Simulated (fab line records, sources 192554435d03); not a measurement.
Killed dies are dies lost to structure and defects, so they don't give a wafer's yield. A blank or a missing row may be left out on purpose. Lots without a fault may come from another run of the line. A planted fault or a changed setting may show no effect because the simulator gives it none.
Split-lot experiment | flow n5_finfet | 7 lots, 21 wafers read, on a route of 1938 steps

THE SPLIT
At N5_HKMG_FIN_PEB_10 (peb time 60 s), the setting peb_time_s was moved away from the recipe's 60 s on 8 of the 21 wafers read, by -20.3% to +13.0%. The other wafers ran this setting at the recipe's value.

FROM THE SPLIT TO THE READING: what the file shows between them, 1 step
- N5_HKMG_FIN_DEVELOP_11: develop time 30 s

THE READING
cd_nm, in nm, at N5_HKMG_FIN_CD_MEAS_12 (target cd 92.8 nm). Fault-free wafers of this fab line usually give 92.7 nm, standard deviation 0.51 nm.

wafer  | tool, chamber at the split | peb_time_s as run, s | against the recipe | cd_nm, nm | against lot-mates on the recipe
L075.3 | litho_track-02, 0          | 52.97                | -11.7%             | 88.3      | -4.1
L075.4 | litho_track-02, 0          | 60                   | recipe             | 92.4      | -
L075.6 | litho_track-02, 0          | 52.97                | -11.7%             | 89.1      | -3.3
L076.3 | litho_track-02, 0          | 60                   | recipe             | 92.4      | -
L076.5 | litho_track-02, 0          | 60                   | recipe             | 92.2      | -
L076.6 | litho_track-02, 0          | 67.81                | +13.0%             | 96.7      | +4.4
L077.1 | litho_track-02, 0          | 60                   | recipe             | 92.1      | -
L077.2 | litho_track-02, 0          | 60                   | recipe             | 93.0      | -
L077.3 | litho_track-02, 0          | 47.8                 | -20.3%             | 85.1      | -7.5
L080.2 | litho_track-02, 0          | 64.22                | +7.0%              | 94.2      | +1.1
L080.3 | litho_track-02, 0          | 64.22                | +7.0%              | 94.6      | +1.5
L080.5 | litho_track-02, 0          | 60                   | recipe             | 93.1      | -
L081.3 | litho_track-04, 0          | 60                   | recipe             | 93.1      | -
L081.5 | litho_track-04, 0          | 60                   | recipe             | 93.7      | -
L081.6 | litho_track-04, 0          | 60                   | recipe             | 93.0      | -
L083.1 | litho_track-03, 0          | 60                   | recipe             | 92.2      | -
L083.3 | litho_track-03, 0          | 65.35                | +8.9%              | 95.0      | +2.8
L083.4 | litho_track-03, 0          | 65.35                | +8.9%              | 95.1      | +2.9
L093.1 | litho_track-02, 0          | 60                   | recipe             | 92.4      | -
L093.4 | litho_track-02, 0          | 60                   | recipe             | 92.4      | -
L093.5 | litho_track-02, 0          | 60                   | recipe             | 92.8      | -

THE FIT
A straight line over all 21 wafers: cd_nm changes by +0.328 nm for each +1% of peb_time_s; r = +0.98; the points scatter about the line by 0.5 nm.
The same after taking each lot's own level away (the mean of its wafers on the recipe; 21 wafers): +0.327 nm for each +1%; r = +0.99; scatter 0.44 nm.
On that fit, the largest move of peb_time_s shifts the reading by 6.6 nm.
The lots' own levels span 92.20 to 93.27 nm, that is 2.1 times the standard deviation above.
So the lot-to-lot level changes the slope little: the two slopes agree.
Check: with one of the wafers moved furthest among these (-20.3%) left out of the fit, the line predicts -6.28 nm for it against its lot-mates. It came out at -7.45 nm against them.

OTHER SPLITS ON THESE WAFERS
These wafers also went through other splits before the reading. Each is held against what the fit with the lots' levels taken away leaves over:
other split on the same wafers     | wafers away from the commonest value | r with cd_nm (lot level and that fit taken away)
N5_FIN_CUT_EXPOSE_05 dose_mj       | 6                                    | -0.28
N5_SD_EPI_N_PEB_07 peb_temp_c      | 6                                    | +0.30
N5_HKMG_FIN_PWFM_ALD_03 ald_cycles | 8                                    | +0.26

THE FILE'S OWN FIT
cd_nm changes by +0.337 nm for each +1% of peb_time_s, r = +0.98.
